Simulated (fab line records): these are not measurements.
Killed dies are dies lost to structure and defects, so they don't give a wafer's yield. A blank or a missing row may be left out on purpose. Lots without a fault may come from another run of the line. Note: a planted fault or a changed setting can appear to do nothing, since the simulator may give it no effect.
Matching of chambers | flow n5_finfet | N5_BEOL_M3_DESCUM_33 on rie_diel-03 has 4 sister chambers
The step chemistry O2, time 7 s. 4 wafers are shown with their chamber, then 9 later ones without.

## EACH WAFER AND ITS CHAMBER
wafer  | chamber | showerhead_plenum_p_Torr (Torr)
L085.4 | 3       | 2.06
L085.5 | 0       | 2.12
L087.5 | 1       | 2.10
L087.6 | 2       | 2.14

## WAFERS WITH NO CHAMBER GIVEN
wafer  | showerhead_plenum_p_Torr (Torr)
L092.1 | 2.06
L092.2 | 2.09
L092.3 | 2.11
L093.1 | 2.11
L093.2 | 2.06
L093.4 | 2.09
L096.2 | 2.14
L096.4 | 2.09
L096.6 | 2.14

## THE CHAMBER EACH PASSED THROUGH
wafer  | from the rows above     | in truth
L092.1 | 3                       | 3
L092.2 | 1                       | 1
L092.3 | can't be placed: 1 or 0 | 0
L093.1 | can't be placed: 1 or 0 | 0
L093.2 | 3                       | 3
L093.4 | 1                       | 1
L096.2 | 2                       | 2
L096.4 | 1                       | 1
L096.6 | 2                       | 2
7 of 9 placed correctly. Unplaceable from these rows: 2, with the true chamber sitting among the candidates in 2. Wrongly placed: 0.
How it was worked out, from the rows above alone: a wafer's distance from a chamber is the root of the sum, over the readings, of the square of ((its reading less the chamber's mean) divided by the reading's scatter). If the next closest chamber is less than 2 further off than the closest, the wafer can't be placed; otherwise it belongs to the closest. A chamber's mean is the mean of its shown wafers. The scatter (one wafer shown for each chamber): square how far every hidden wafer sits from the nearest shown wafer, average those squares and take the square root.
